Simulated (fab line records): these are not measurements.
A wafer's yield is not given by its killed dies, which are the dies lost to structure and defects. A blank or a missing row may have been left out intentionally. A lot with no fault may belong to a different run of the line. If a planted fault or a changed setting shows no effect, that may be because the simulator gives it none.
Matching of chambers    flow n5Finfet    rieDiel-06 running N5_FIN_SAQP_STRIP_77: 4 sister chambers
The step strips in N2/H2, time 90 s. 8 wafers are shown with their chamber, then 10 later ones without.

== EACH WAFER AND ITS CHAMBER ==
wafer   chamber  drypumpMotorCurrentA (A)  showerheadPlenumPTorr (Torr)
L083.5  2        4.9                       3.50
L086.3  1        5.5                       3.24
L086.5  2        5.0                       3.49
L088.2  3        5.0                       3.25
L088.5  1        5.5                       3.23
L088.6  0        5.8                       3.21
L089.4  3        5.0                       3.25
L089.5  0        5.8                       3.21

== WAFERS WITH NO CHAMBER GIVEN ==
wafer   drypumpMotorCurrentA (A)  showerheadPlenumPTorr (Torr)
L089.6  5.0                       3.25
L092.3  5.5                       3.23
L092.5  5.8                       3.21
L092.6  5.5                       3.23
L094.1  5.0                       3.48
L094.4  5.0                       3.25
L094.6  4.9                       3.48
L095.1  5.5                       3.22
L095.3  5.0                       3.25
L095.4  5.0                       3.25

== CHAMBER TAKEN BY EACH ==
wafer   from the rows above  in truth
L089.6  3                    3
L092.3  1                    1
L092.5  0                    0
L092.6  1                    1
L094.1  2                    2
L094.4  3                    3
L094.6  2                    2
L095.1  1                    1
L095.3  3                    3
L095.4  3                    3
10 of 10 placed correctly. Number that these rows cannot place: 0. 0 placed wrongly.
How it was worked out, from the rows above alone: a wafer's distance from a chamber is the root of the sum, over the readings, of the square of ((its reading less the chamber's mean) divided by the reading's scatter). If the next closest chamber is less than 2 further off than the closest, the wafer can't be placed; otherwise it belongs to the closest. For every chamber, the mean is computed from those of its wafers that are shown. How the scatter is found: for the shown wafers, subtract from each reading the mean of its chamber, square and add these, divide the total by (wafers less chambers), then take the root.
